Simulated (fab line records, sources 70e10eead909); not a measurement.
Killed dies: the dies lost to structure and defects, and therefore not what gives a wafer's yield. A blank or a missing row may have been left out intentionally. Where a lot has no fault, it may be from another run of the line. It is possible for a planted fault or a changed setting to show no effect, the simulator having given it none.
2 desks looking at one fault | flow nandHarc | each desk has only its own numbers; what lay behind them comes last

## DESK OF THE TOOL OWNER: harEtch-01
The tool's own readings at NHARC_A_CHANNEL_HOLE_D1_ETCH_20 (etches the open film in C4F8/O2/Ar, time 361.9 s, target depth 1600 nm): means of the sampled wafers that have a number, for each lot that ran on this tool. The brackets show how far a lot's mean lies from the usual mean; more than 4 standard deviations puts the lot out of limits, marked OUT.
Columns: A = c4f8FlowSccm at NHARC_A_CHANNEL_HOLE_D1_ETCH_20, usual 89.28 sccm; B = chamberPressureMTorr at NHARC_A_CHANNEL_HOLE_D1_ETCH_20, usual 20.000 mTorr; C = drypumpMotorCurrentA at NHARC_A_CHANNEL_HOLE_D1_ETCH_20, usual 5.67 A; D = o2FlowSccm at NHARC_A_CHANNEL_HOLE_D1_ETCH_20, usual 35.71 sccm; E = showerheadPlenumPTorr at NHARC_A_CHANNEL_HOLE_D1_ETCH_20, usual 3.67 Torr; F = throttleValvePct at NHARC_A_CHANNEL_HOLE_D1_ETCH_20, usual 32.154 %
lot  | first seen here | A     | B      | C    | D     | E    | F
L347 | day 9 05:17     | 89.41 | 20.003 | 5.49 | 35.65 | 3.70 | 32.159
L348 | day 9 22:04     | 89.11 | 20.001 | 5.50 | 35.68 | 3.69 | 32.144
L350 | day 10 08:34    | 88.90 | 19.999 | 5.52 | 35.73 | 3.69 | 32.161
L351 | day 11 02:48    | 88.99 | 19.986 | 5.52 | 35.73 | 3.68 | 32.144
L355 | day 12 13:45    | 89.08 | 19.996 | 5.86 | 35.75 | 3.62 | 32.146
L366 | day 16 16:53    | 89.12 | 20.010 | 5.53 | 35.75 | 3.64 | 32.151
L369 | day 18 14:48    | 89.29 | 19.988 | 5.52 | 35.68 | 3.62 | 32.158
Result from this desk: across the 7 lots, nothing is out of limits.

## METROLOGY DESK
Lot by lot, what the gauges showed, no matter which tool ran the lot: averages of those sampled wafers that carry a number. The brackets show how far a lot's mean lies from the usual mean; more than 4 standard deviations puts the lot out of limits, marked OUT.
Columns: A = cdNm at NHARC_A_CHANNEL_HOLE_D1_CD_MEAS_18, usual 98.9 nm; B = cdNm at NHARC_A_CHANNEL_HOLE_D1_CD_MEAS_30, usual 89.9 nm
lot  | first seen here | A     | B
L347 | day 9 04:44     | 99.6  | 90.7
L349 | day 9 19:03     | 97.8  | 90.3
L348 | day 9 19:55     | 99.0  | 90.4
L350 | day 10 08:23    | 99.7  | 89.5
L352 | day 10 23:00    | 98.9  | 90.2
L351 | day 11 00:02    | 100.3 | 90.3
L355 | day 12 12:50    | 97.8  | 89.5
L357 | day 13 05:32    | 99.0  | 91.0
L362 | day 15 13:27    | 99.0  | 0.7 (-89) OUT
L363 | day 15 19:00    | 97.8  | 0.7 (-89) OUT
L366 | day 16 16:36    | 97.0  | 89.8
L367 | day 17 08:28    | 96.0  | 89.8
L368 | day 18 00:34    | 98.2  | 91.7
L369 | day 18 14:37    | 99.4  | 90.1
Finding of this desk: L362, L363 out of limits; the first was L362 at day 15 20:02, on cdNm at NHARC_A_CHANNEL_HOLE_D1_CD_MEAS_30. L347, L349, L348, L350, L352, L351, L355, L357, L366, L367, L368, L369 stayed within limits.

## ALL TOGETHER
On L362, L363, the metrology desk was in a position to raise an alarm at day 15 20:02.
Nothing out of limits was seen by the tool owner's desk.
The tool owner's desk has no number on record for L362, L363.
Every lot named ran NHARC_A_CHANNEL_HOLE_D1_ETCH_20 on harEtch-01.

## WHAT WAS PUT IN BY THE SIMULATOR
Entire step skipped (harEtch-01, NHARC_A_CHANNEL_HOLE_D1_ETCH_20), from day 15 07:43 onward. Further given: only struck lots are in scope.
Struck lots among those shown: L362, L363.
Delay in hours, fault start to first out-of-limits reading, per desk: metrology desk 12.
